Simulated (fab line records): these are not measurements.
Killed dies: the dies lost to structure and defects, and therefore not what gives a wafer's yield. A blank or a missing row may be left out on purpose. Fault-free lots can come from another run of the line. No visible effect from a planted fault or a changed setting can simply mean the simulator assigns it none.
Lot-split experiment ; flow n5-finfet ; route with 1938 steps; 7 lots, 21 wafers read

== THE SPLIT ITSELF ==
At N5_HKMG_FIN_HK_ALD_01 (deposits HfO2, target thk 1.6 nm, pulse time 3 s, purge time 3 s), the setting ald-cycles was moved away from the recipe's 30 on 7 of the 21 wafers read, by -6.7% to +10.0%. All remaining wafers had this setting at the recipe value.

== FROM THE SPLIT TO THE READING: what the file shows between them, 11 steps ==
- N5_HKMG_FIN_EXPOSE_46: exposes mask NDIPOLE (also split here: dose-mj)
- N5_HKMG_FIN_PEB_47: peb time 60 s
- N5_HKMG_FIN_DEVELOP_48: develop time 30 s
- N5_HKMG_FIN_CD_MEAS_49: target cd 202 nm
- N5_HKMG_FIN_STRIP_56: strips in N2/H2
- N5_HKMG_FIN_STRIP_57: strips in CF4
- N5_HKMG_FIN_ETCH_58: etches SOC in N2/H2, target depth 215.8 nm, time 741 s
- N5_HKMG_FIN_STRIP_93: strips SOC in N2/H2, time 20 s
- N5_HKMG_FIN_WET_ETCH_76: etches Al2O3 in dNH4OH, stops on La2O3, target depth 2.25 nm, rinse time 30 s
- N5_HKMG_FIN_WET_ETCH_82: etches La2O3 in dHCl, stops on HfO2, target depth 2 nm, rinse time 30 s
- N5_HKMG_FIN_ALD_36: deposits TiN, target thk 1 nm, pulse time 1 s, purge time 3 s

== THE READING ==
HK_THK, in nm, at N5_HKMG_FIN_THK_MEAS_70 (measures by xrf). Typical for fault-free wafers on this fab line: 1.576 nm, with standard deviation 0.022 nm.

wafer;tool, chamber at the split;ald-cycles as run;against the recipe;HK_THK, nm;against lot-mates on the recipe
L074.2;ald-hk-02, 2,0,1;30;recipe;1.571;-
L074.4;ald-hk-02, 2,0,1;30;recipe;1.591;-
L074.6;ald-hk-02, 2,0,1;30;recipe;1.548;-
L076.1;ald-hk-01, 0,2;29;-3.3%;1.536;-0.031
L076.4;ald-hk-01, 1;30;recipe;1.567;-
L076.6;ald-hk-01, 0,2;29;-3.3%;1.582;+0.015
L080.1;ald-hk-03, 3;33;+10.0%;1.693;+0.109
L080.4;ald-hk-03, 2,1;30;recipe;1.579;-
L080.5;ald-hk-03, 2,1;30;recipe;1.590;-
L083.1;ald-hk-03, 3,2;33;+10.0%;1.747;+0.171
L083.3;ald-hk-03, 1;30;recipe;1.576;-
L083.5;ald-hk-03, 3,2;33;+10.0%;1.765;+0.189
L089.1;ald-hk-03, 2,0,3;30;recipe;1.578;-
L089.3;ald-hk-03, 2,0,3;30;recipe;1.571;-
L089.5;ald-hk-03, 2,0,3;30;recipe;1.568;-
L096.3;ald-hk-01, 0;30;recipe;1.620;-
L096.5;ald-hk-01, 2,1;28;-6.7%;1.487;-0.133
L096.6;ald-hk-01, 2,1;28;-6.7%;1.507;-0.113
L097.1;ald-hk-02, 1,0,3;30;recipe;1.556;-
L097.2;ald-hk-02, 1,0,3;30;recipe;1.594;-
L097.5;ald-hk-02, 1,0,3;30;recipe;1.567;-
When a row names more than one chamber, that row covers several wafers, and the file does not tell which wafer ran in which chamber.

FIT RESULTS
A straight line over all 21 wafers: HK_THK changes by +0.0143 nm for each +1% of ald-cycles; r = +0.94; the points scatter about the line by 0.023 nm.
The same after taking each lot's own level away (the mean of its wafers on the recipe; 21 wafers): +0.0155 nm for each +1%; r = +0.95; scatter 0.024 nm.
The reading moves by 0.15 nm for the largest change in ald-cycles, on that fit.
The span of the lots' own levels, 1.5670 to 1.6200 nm, comes to 2.4 times the standard deviation stated above.
The two slopes are in agreement: the lot-to-lot level therefore moves the slope only a little.
Check: for one of the wafers moved furthest among these (+10.0%), held out of the fit, the line's prediction against its lot-mates is +0.175 nm. Against them it came out at +0.109 nm.

== OTHER SPLITS APPLIED TO THESE WAFERS ==
Note: prior to the reading, these wafers also went through further splits. Each is held against what the fit with the lots' levels taken away leaves over:
other split on the same wafers;wafers away from the commonest value;r with HK_THK (lot level and that fit taken away)
N5_SDB_STRIP_22 power-w;5;+0.07
N5_HKMG_FIN_EXPOSE_46 dose-mj;3;+0.30

== FILE'S OWN FIT ==
HK_THK changes by +0.0146 nm for each +1% of ald-cycles, r = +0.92.
